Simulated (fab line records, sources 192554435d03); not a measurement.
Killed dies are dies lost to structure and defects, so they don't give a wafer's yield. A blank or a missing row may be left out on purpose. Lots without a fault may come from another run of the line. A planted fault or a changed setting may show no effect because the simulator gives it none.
fab line records | flow n5_finfet
record lots=6 wafers=18 last_day=16
route steps=1938 shown BEOL_M13@1706 BEOL_M14@1716
lots that met no fault: from a run of the same line without faults
start_h: hours from the record's first day to the start of the lot's first wafer shown | wait_h: hours since the lot's step before | " the same as in the row above | L1.1+2: a row that stands for several wafers | - no value, or no start given | * or withheld: withheld | < > ~ a bound
route shown NAME@n: a module of which the file shows steps, and the number in the route of the first | usual: mean/standard deviation of fault-free wafers | same: alike in all rows | chamber/n: place in a boat | sites: the reading at each site | _std_site: their standard deviation | _edge_site: outer sites' mean less inner sites' | radius_mm: how far each site lies from the wafer's centre | mask NAME#n: copy n | behind: the tool/chamber that last shaped the wafer | hold: why the lot was held/for how many hours/how that ended | device: the transistor (n, p or np) that didn't switch | end of line: the same wafers' tests at the end of the route | a step without rows: its recipe alone | killed: dies lost to structure and defects at the first sort, not the wafer's yield | map: a wafer's dies, x killed, . not, _ none there
set.NAME: the setting as run; set.NAME@STEP: as run at that earlier step | model.NAME: the simulator's own value behind a step, which no gauge read
lots at some steps of the route; a table a step, a row a wafer
services: from which hour (start_h, from the record's first day; less than 0 if before it) a tool's chamber was out of use, for how many hours, and why
## steps
# step N5_BEOL_M13_SPUTTER_44
# recipe material=Ta target_thk_a=100 temp_c=50 bias_v=80 power_w=15000 chamber_pressure_pa=0.07 time_s=16.13
# step N5_BEOL_M13_SPUTTER_45
# recipe material=Cu target_thk_a=800 temp_c=-20 bias_v=60 power_w=26000 chamber_pressure_pa=0.13 time_s=13.33
# usual throttle_valve_pct=30.3/0.95
# columns lot.wafer tool chamber start_h wait_h throttle_valve_pct
L538.1 pvd_sputter-02 - 249.56 0.0 29.9
L538.2 " - " " 30.8
L538.3 " - " " 29.7
L543.3 pvd_sputter-02 - 267.42 0.0 29.9
L543.4 " - " " 31.7
L543.6 " - " " 30.1
L547.1 pvd_sputter-01 - 282.11 0.0 30.6
L547.2 " - " " 28.5
L547.6 " - " " 30.5
L545.1 pvd_sputter-02 - 283.38 0.0 30.0
L545.2 " - " " 30.9
L545.4 " - " " 30.0
L552.3 pvd_sputter-03 - 322.14 0.0 29.4
L552.4 " - " " 29.1
L552.5 " - " " 31.9
L554.1 pvd_sputter-01 - 344.10 0.0 28.8
L554.2 " - " " 30.8
L554.4 " - " " 29.7
# step N5_BEOL_M13_ECD_47
# recipe material=Cu target_thk_a=9360
# step N5_BEOL_M13_ANNEAL_48
# recipe temp_c=225 time_s=90 ambient=N2
# usual wafer_temp_C_max=226.0/0.36
# columns lot.wafer tool chamber start_h wait_h wafer_temp_C_max
L538.1 rtp_anneal-02 0 250.48 0.8 226.4
L538.2 " 0 " " 226.2
L538.3 " 0 " " 226.2
L543.3 rtp_anneal-01 0 268.70 1.1 225.6
L543.4 " 0 " " 225.7
L543.6 " 0 " " 225.8
L547.1 rtp_anneal-02 0 282.39 0.1 226.3
L547.2 " 0 " " 226.2
L547.6 " 0 " " 226.4
L545.1 rtp_anneal-02 0 283.66 0.1 226.4
L545.2 " 0 " " 226.5
L545.4 " 0 " " 226.3
L552.3 rtp_anneal-01 0 322.56 0.2 225.8
L552.4 " 0 " " 225.6
L552.5 " 0 " " 225.8
L554.1 rtp_anneal-01 0 344.40 0.1 225.4
L554.2 " 0 " " 225.7
L554.4 " 0 " " 225.6
# step N5_BEOL_M13_CMP_49
# recipe stop_on=SiOC t_overpolish_s=17.1 down_force_psi=1 platen_rpm=50 clearing_platen_down_force_psi=1.5 clearing_platen_rpm=50 post_cmp_clean=cu_alkaline target_thk_nm=420 clearing_platen_pad_velocity_m_s=0.99484 pad_velocity_m_s=0.99484
# usual barrier_field_endpoint_s=30.5/0.62 motor_current_A=6.1/0.73 overpolish_run_s=17.100/0.009 retaining_ring_pressure_frac=1.000/0.0045
# columns lot.wafer tool chamber start_h wait_h barrier_field_endpoint_s motor_current_A overpolish_run_s retaining_ring_pressure_frac
L538.1 cmp-02 3 250.78 0.3 30.9 7.6 17.108 1.004
L538.3 " 0 " " 31.7 5.8 17.116 0.996
L538.2 " 2 " " 30.4 5.7 17.092 0.998
L543.4 cmp-03 1 268.96 0.2 29.8 6.4 17.110 1.003
L543.3 " 3 " " 30.0 5.9 17.118 0.997
L543.6 " 1 " " 30.8 6.5 17.122 0.997
L547.1 cmp-02 1 282.68 0.3 29.8 5.9 17.113 1.004
L547.2 " 0 " " 30.8 5.4 17.107 1.002
L547.6 " 2 " " 31.1 5.2 17.093 1.003
L545.2 cmp-03 1 283.96 0.2 29.9 6.5 17.090 0.998
L545.4 " 2 " " 30.1 6.4 17.094 1.002
L545.1 " 3 " " 30.7 5.7 17.101 0.987
L552.3 cmp-04 0 322.77 0.2 31.4 5.6 17.098 1.008
L552.4 " 1 " " 31.2 5.9 17.103 1.001
L552.5 " 0 " " 31.5 5.6 17.104 1.002
L554.2 cmp-02 3 344.75 0.3 31.3 7.3 17.100 1.003
L554.4 " 1 " " 31.7 6.0 17.103 1.001
L554.1 " 2 " " 30.8 5.3 17.106 1.000
# step N5_BEOL_M13_THK_MEAS_50
# recipe thk_meas_gauge=xrf reads=Cu_of_BEOL_M13_ECD_47
# usual M13_THK=419/6.1
# columns lot.wafer tool chamber start_h wait_h M13_THK[nm]
L538.1 film_metro-01 - 251.07 - 415
L538.2 " - " " 414
L538.3 " - " " 418
L543.3 film_metro-01 - 269.21 - 419
L543.4 " - " " 417
L543.6 " - " " 416
L547.1 film_metro-02 - 282.98 - 420
L547.2 " - " " 421
L547.6 " - " " 421
L545.1 film_metro-02 - 284.25 - 421
L545.2 " - " " 420
L545.4 " - " " 415
L552.3 film_metro-02 - 323.06 - 415
L552.4 " - " " 420
L552.5 " - " " 417
L554.1 film_metro-02 - 345.05 - 422
L554.2 " - " " 420
L554.4 " - " " 427
# step N5_BEOL_M13_PRE_CLEAN_52
# recipe gas=NH3 time_s=15 temp_c=withheld rf_power_w=300
# step N5_BEOL_M13_DEP_53
# recipe material=SiCN target_thk_a=500 temp_c=withheld precursor=3MS/NH3 pressure_torr=3 rf_w=675 time_s=17.8
# usual showerhead_plenum_p_Torr=4.151/0.02 throttle_valve_pct=18.0/0.46
# columns lot.wafer tool chamber start_h wait_h showerhead_plenum_p_Torr throttle_valve_pct
L538.1 pecvd-04 1 251.13 0.0 4.131 18.2
L538.2 " 2 " " 4.186 17.9
L538.3 " 0 " " 4.150 18.8
L543.3 pecvd-01 0 269.28 0.0 4.126 18.0
L543.4 " 1 " " 4.162 17.4
L543.6 " 2 " " 4.150 18.2
L547.1 pecvd-02 0 283.04 0.0 4.180 18.3
L547.2 " 1 " " 4.122 17.5
L547.6 " 2 " " 4.154 17.2
L545.1 pecvd-01 2 284.32 0.0 4.139 18.4
L545.2 " 1 " " 4.162 17.6
L545.4 " 0 " " 4.138 18.1
L552.3 pecvd-01 2 323.13 0.0 4.146 18.4
L552.4 " 1 " " 4.167 17.6
L552.5 " 0 " " 4.126 18.1
L554.1 pecvd-01 1 345.11 0.0 4.174 17.8
L554.2 " 0 " " 4.133 18.1
L554.4 " 2 " " 4.148 17.9
# step N5_BEOL_M13_RS_MEAS_54
# recipe thk_meas_gauge=four-point-probe reads=Cu_of_BEOL_M13_ECD_47+Ta_of_BEOL_M13_SPUTTER_44+TaN_of_BEOL_M13_SPUTTER_43
# usual M13_RS=0.0450/0.00054
# columns lot.wafer tool chamber start_h wait_h M13_RS[ohm/sq]
L538.1 film_metro-02 - 251.20 0.0 0.0448
L538.2 " - " " 0.0453
L538.3 " - " " 0.0445
L543.3 film_metro-01 - 269.34 0.1 0.0445
L543.4 " - " " 0.0447
L543.6 " - " " 0.0447
L547.1 film_metro-01 - 283.11 0.0 0.0453
L547.2 " - " " 0.0455
L547.6 " - " " 0.0454
L545.1 film_metro-02 - 284.38 0.0 0.0450
L545.2 " - " " 0.0451
L545.4 " - " " 0.0458
L552.3 film_metro-01 - 323.19 0.1 0.0453
L552.4 " - " " 0.0449
L552.5 " - " " 0.0450
L554.1 film_metro-01 - 345.18 0.0 0.0451
L554.2 " - " " 0.0455
L554.4 " - " " 0.0449
# step N5_BEOL_M13_INSPECT_55
# recipe inspect_instrument=darkfield mode=post_dep
# usual raw_defect_count=68/18
# columns lot.wafer tool chamber start_h wait_h raw_defect_count
L538.1 defect_inspect-02 - 251.23 0.0 78
L538.2 " - " " 71
L538.3 " - " " 70
L543.3 defect_inspect-02 - 269.37 0.0 61
L543.4 " - " " 60
L543.6 " - " " 66
L547.1 defect_inspect-01 - 283.13 0.0 47
L547.2 " - " " 78
L547.6 " - " " 72
L545.1 defect_inspect-01 - 284.41 0.0 41
L545.2 " - " " 53
L545.4 " - " " 80
L552.3 defect_inspect-02 - 323.22 0.0 84
L552.4 " - " " 67
L552.5 " - " " 80
L554.1 defect_inspect-01 - 345.20 0.0 77
L554.2 " - " " 54
L554.4 " - " " 75
# step N5_BEOL_M14_ILD_DEP_00
# recipe material=SiO2 target_thk_a=11193 temp_c=400 precursor=TEOS/O2 pressure_torr=6.5 rf_w=900 teos_flow_sccm=161.4 gas=O2 flow_sccm=2650 time_s=237.4
# step N5_BEOL_M14_THK_MEAS_01
# recipe reads=SiO2_of_BEOL_M14_ILD_DEP_00
# usual M14_ILD_THK=1112/16
# columns lot.wafer tool chamber start_h wait_h M14_ILD_THK[nm]
L538.1 film_metro-02 - 251.45 0.1 1103
L538.2 " - " " 1083
L538.3 " - " " 1103
L543.3 film_metro-02 - 269.60 0.1 1090
L543.4 " - " " 1119
L543.6 " - " " 1123
L547.1 film_metro-01 - 283.36 0.1 1116
L547.2 " - " " 1111
L547.6 " - " " 1113
L545.1 film_metro-01 - 284.71 0.2 1106
L545.2 " - " " 1102
L545.4 " - " " 1121
L552.3 film_metro-01 - 323.46 0.1 1127
L552.4 " - " " 1130
L552.5 " - " " 1155
L554.1 film_metro-02 - 345.43 0.1 1112
L554.2 " - " " 1108
L554.4 " - " " 1122
# step N5_BEOL_M14_COAT_58
# recipe resist=BARC temp_c=205 time_s=60 spin_rpm=1500 resist_thk_nm=89
# usual heater_power_total_W=391.8/1.2 plate_temp_C=205.01/0.16 spin_speed_rpm=1499.7/1
# columns lot.wafer tool chamber start_h wait_h heater_power_total_W plate_temp_C spin_speed_rpm model.BARC_of_BEOL_M14_COAT_58.thk_nm
L538.1 litho_track-04 0 251.49 0.0 393.3 204.97 1500.5 89
L538.2 " 0 " " 394.0 204.85 1500.8 89.4
L538.3 " 0 " " 393.2 204.75 1499.8 89.4
L543.3 litho_track-01 0 269.63 0.0 393.2 205.21 1500.2 89
L543.4 " 0 " " 389.7 205.04 1500.3 88.6
L543.6 " 0 " " 392.9 205.18 1499.3 88.8
L547.1 litho_track-04 0 283.39 0.0 391.5 205.32 1781.5 82
L547.2 " 0 " " 393.2 204.89 1781.3 82.2
L547.6 " 0 " " 391.6 204.78 1782.0 82
L545.1 litho_track-04 0 284.74 0.0 390.8 204.90 1781.4 82
L545.2 " 0 " " 390.6 204.97 1781.8 82.2
L545.4 " 0 " " 389.8 204.77 1784.1 81.8
L552.3 litho_track-05 0 323.49 0.0 393.4 204.92 1500.7 89.2
L552.4 " 0 " " 390.3 204.87 1500.0 89.2
L552.5 " 0 " " 393.4 205.03 1501.2 89.2
L554.1 litho_track-05 0 345.46 0.0 391.8 204.60 1499.0 89.4
L554.2 " 0 " " 394.0 204.79 1499.2 89.4
L554.4 " 0 " " 392.6 205.07 1499.7 89.6
# step N5_BEOL_M14_COAT_04
# recipe spin_rpm=1704 resist_thk_nm=800
# step N5_BEOL_M14_EBR_06
# recipe solvent=PGMEA ebr_width_mm=1.5
# step N5_BEOL_M14_SOFTBAKE_05
# recipe temp_c=130 time_s=60
# step N5_BEOL_M14_EXPOSE_07
# recipe mask_id=V13 na=0.8 source_shape=annular sigma_inner=0.5 sigma_outer=0.8 polarization=unpolarized attpsm_phase_deg=180 dose_mj=57
# step N5_BEOL_M14_PEB_08
# recipe peb_temp_c=130 peb_time_s=90
# step N5_BEOL_M14_DEVELOP_09
# recipe develop_time_s=45 rinse_liquid=diw dry=air_spin dev_temp_c=21
# step N5_BEOL_M14_HARDBAKE_14
# recipe temp_c=130 time_s=120
# step N5_BEOL_M14_CD_MEAS_10
# recipe target_cd_nm=250 landing_energy_ev=500 detector=se_inlens polarity=opening
# usual cd_nm=250.1/1.3
# columns lot.wafer tool chamber start_h wait_h cd_nm
L538.1 cd_sem-01 0 251.76 - 251.4
L538.2 " 0 " " 251.4
L538.3 " 0 " " 250.1
L543.3 cd_sem-01 0 269.90 - 249.1
L543.4 " 0 " " 247.7
L543.6 " 0 " " 248.7
L547.1 cd_sem-03 0 283.79 - 251.8
L547.2 " 0 " " 251.1
L547.6 " 0 " " 249.3
L545.1 cd_sem-03 0 285.14 - 249.8
L545.2 " 0 " " 249.2
L545.4 " 0 " " 250.0
L552.3 cd_sem-02 0 323.89 - 248.6
L552.4 " 0 " " 247.6
L552.5 " 0 " " 249.0
L554.1 cd_sem-03 0 345.86 - 251.6
L554.2 " 0 " " 250.2
L554.4 " 0 " " 252.2
# step N5_BEOL_M14_OVL_MEAS_11
# recipe points_per_wafer=44
# usual V13_OVL=1/5
# columns lot.wafer tool chamber start_h wait_h V13_OVL[nm]
L538.1 overlay-02 0 251.79 0.0 1
L538.2 " 0 " " -5
L538.3 " 0 " " 1
L543.3 overlay-01 0 269.93 0.0 -1
L543.4 " 0 " " 4
L543.6 " 0 " " 2
L547.1 overlay-02 0 283.82 0.0 2
L547.2 " 0 " " 3
L547.6 " 0 " " 6
L545.1 overlay-01 0 285.17 0.0 4
L545.2 " 0 " " 10
L545.4 " 0 " " 13
L552.3 overlay-01 0 323.92 0.0 -7
L552.4 " 0 " " 4
L552.5 " 0 " " 5
L554.1 overlay-01 0 345.89 0.0 -5
L554.2 " 0 " " -1
L554.4 " 0 " " 5
# step N5_BEOL_M14_INSPECT_12
# recipe mode=adi inspect_instrument=macro
# usual raw_defect_count=2.3/1.5
# columns lot.wafer tool chamber start_h wait_h raw_defect_count
L538.1 defect_inspect-01 - 251.81 0.0 3
L538.2 " - " " 6
L538.3 " - " " 2
L543.3 defect_inspect-02 - 269.96 0.0 4
L543.4 " - " " 3
L543.6 " - " " 1
L547.1 defect_inspect-01 - 283.84 0.0 3
L547.2 " - " " 3
L547.6 " - " " 2
L545.1 defect_inspect-02 - 285.20 0.0 3
L545.2 " - " " 3
L545.4 " - " " 1
L552.3 defect_inspect-01 - 323.95 0.0 0
L552.4 " - " " 3
L552.5 " - " " 2
L554.1 defect_inspect-01 - 345.92 0.0 4
L554.2 " - " " 2
L554.4 " - " " 5
# step N5_BEOL_M14_DESCUM_15
# recipe chemistry=O2 time_s=7.9 source_power_w=50 bias_power_w=20 pressure_mtorr=20 rf_frequency_hz=2.712e+07 temp_c=40 o2_flow_sccm=225
# usual drypump_motor_current_A=5.6/0.54 oes_product_au=0.80/0.062 rf_vpp_V=243.4/1.3 showerhead_plenum_p_Torr=2.11/0.069 throttle_valve_pct=20.34/0.17
# columns lot.wafer tool chamber start_h wait_h drypump_motor_current_A oes_product_au rf_hours_counter_h rf_vpp_V showerhead_plenum_p_Torr throttle_valve_pct
L538.1 rie_diel-02 3 251.85 0.0 4.7 0.71 223 242.2 2.06 20.42
L538.2 " 0 " " 6.2 0.88 33 244.1 2.23 20.24
L538.3 " 1 " " 4.9 0.79 112 243.9 2.10 20.25
L543.3 rie_diel-04 1 270.00 0.0 6.6 0.72 208 242.8 2.15 20.75
L543.4 " 3 " " 5.4 0.82 - 244.4 2.20 20.28
L543.6 " 1 " " 6.6 0.72 - 244.5 2.15 20.75
L547.1 rie_diel-04 1 284.42 0.6 6.6 0.71 214 243.3 2.15 20.76
L547.2 " 2 " " 5.7 0.77 135 243.1 2.10 20.58
L547.6 " 0 " " 5.8 0.89 - 241.2 2.04 20.29
L545.1 rie_diel-03 1 285.29 0.1 5.7 0.86 60 242.6 2.13 20.19
L545.2 " 2 " " 5.4 0.87 39 241.7 2.04 20.11
L545.4 " 0 " " 6.0 0.82 107 244.2 2.20 20.39
L552.3 rie_diel-03 1 324.10 0.2 5.7 0.83 75 243.1 2.13 20.20
L552.4 " 2 " " 5.4 0.85 - 241.6 2.04 20.14
L552.5 " 0 " " 6.0 0.81 - 244.5 2.19 20.42
L554.1 rie_diel-02 3 346.00 0.1 4.7 0.70 254 243.0 2.05 20.47
L554.2 " 2 " " 5.5 0.83 77 242.6 2.02 20.21
L554.4 " 0 " " 6.2 0.84 - 244.2 2.22 20.28
# step N5_BEOL_M14_ETCH_59
# recipe chemistry=N2/H2 target=BARC target_depth_a=890 overetch_a=267 time_s=67.9 ion_energy_ev=200 pressure_mtorr=30 source_w=840 bias_w=150 n2_flow_sccm=200 h2_flow_sccm=200
# usual drypump_motor_current_A=5.6/0.53 oes_product_au=0.69/0.051 rf_vpp_V=524.4/2.4 showerhead_plenum_p_Torr=2.56/0.082 throttle_valve_pct=17.81/0.2
# columns lot.wafer tool chamber start_h wait_h drypump_motor_current_A oes_product_au rf_hours_counter_h rf_vpp_V showerhead_plenum_p_Torr throttle_valve_pct model.etch.depth_nm
L538.1 rie_diel-02 3 251.88 0.0 4.7 0.61 223 522.2 2.51 17.94 89.01
L538.2 " 0 " " 6.2 0.77 33 528.1 2.70 17.64 89.31
L538.3 " 1 " " 4.9 0.67 112 524.8 2.56 17.70 89.35
L543.3 rie_diel-04 1 270.03 0.0 6.6 0.62 208 525.7 2.62 18.31 88.97
L543.4 " 3 " " 5.4 0.69 - 525.8 2.68 17.65 88.61
L543.6 " 1 " " 6.6 0.61 - 525.0 2.62 18.33 88.75
L547.1 rie_diel-04 1 284.45 0.0 6.6 0.58 214 526.5 2.62 18.30 81.97
L547.2 " 2 " " 5.7 0.63 135 524.0 2.55 17.97 82.11
L547.6 " 0 " " 5.8 0.72 - 523.7 2.48 17.76 81.99
L545.1 rie_diel-03 1 285.32 0.0 5.7 0.70 60 524.5 2.58 17.57 82.09
L545.2 " 2 " " 5.4 0.71 39 523.2 2.48 17.56 82.18
L545.4 " 0 " " 5.9 0.66 107 527.7 2.67 17.91 81.71
L552.3 rie_diel-03 1 324.13 0.0 5.7 0.71 75 525.9 2.58 17.60 89.2
L552.4 " 2 " " 5.4 0.72 - 522.1 2.48 17.60 89.2
L552.5 " 0 " " 6.0 0.68 - 525.9 2.66 17.96 89.23
L554.1 rie_diel-02 3 346.03 0.0 4.7 0.61 254 522.8 2.50 17.98 89.34
L554.2 " 2 " " 5.5 0.71 77 522.2 2.46 17.74 89.35
L554.4 " 0 " " 6.2 0.72 - 528.4 2.68 17.71 89.65
# step N5_BEOL_M14_VIA_ETCH_16
# recipe chemistry=C4F8/O2/Ar target=SiO2 he_inner_torr=15 he_outer_torr=30 target_depth_a=12313 time_s=withheld ion_energy_ev=800 pressure_mtorr=20 source_w=1905 bias_w=2040 Ar_flow_sccm=400 C4F8_flow_sccm=16 O2_flow_sccm=12 ends=cleared
## services
# columns tool chamber start_h hours kind
cmp-04 - 233.26 0.4 repair
cmp-02 - 242.03 4.0 pm
cmp-02 - 246.03 - consumable_replace:conditioner
cmp-02 - 246.03 - consumable_replace:pad
litho_track-04 - 249.56 - consumable_replace:filter
pecvd-02 1 254.24 5.4 repair
litho_track-05 - 268.12 - consumable_replace:filter
cmp-04 - 269.15 1.0 repair
cmp-03 - 281.92 1.9 repair
rie_diel-04 1 288.71 11.0 repair
rie_diel-04 - 298.50 2.8 pm
rie_diel-03 3 301.67 7.3 repair
cmp-02 - 303.20 3.1 repair
cmp-02 - 317.60 0.7 repair
pecvd-02 - 323.11 2.0 repair
cmp-03 - 329.95 4.0 pm
cmp-04 - 338.27 4.0 pm
rie_diel-04 3 340.45 5.4 repair
cmp-04 - 342.27 - consumable_replace:conditioner
cmp-04 - 342.27 - consumable_replace:pad
cmp-04 - 342.27 4.5 pm
## key
first_sign step=N5_BEOL_M14_COAT_58 reading=spin_speed_rpm direction=up sigmas=99+ usual=* struck=*
effect none on later readings
model_effect step=N5_BEOL_M14_COAT_58 value=BARC_of_BEOL_M14_COAT_58.thk_nm without=89.37 struck=82.03
model_effect step=N5_BEOL_M14_ETCH_59 value=etch.depth_nm without=89.39 struck=82.01
met_at N5_BEOL_M14_COAT_58
struck_wafers L545.1,L545.2,L545.4,L547.1,L547.2,L547.6
onset_between 251.49 283.39
fault kind=process_parameter_drift tool=litho_track-04 chamber=- onset_h=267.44 steps=N5_BEOL_M14_COAT_58 channel=spin_rpm offset=* shape=step end_h=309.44 acts_in=* stated=*
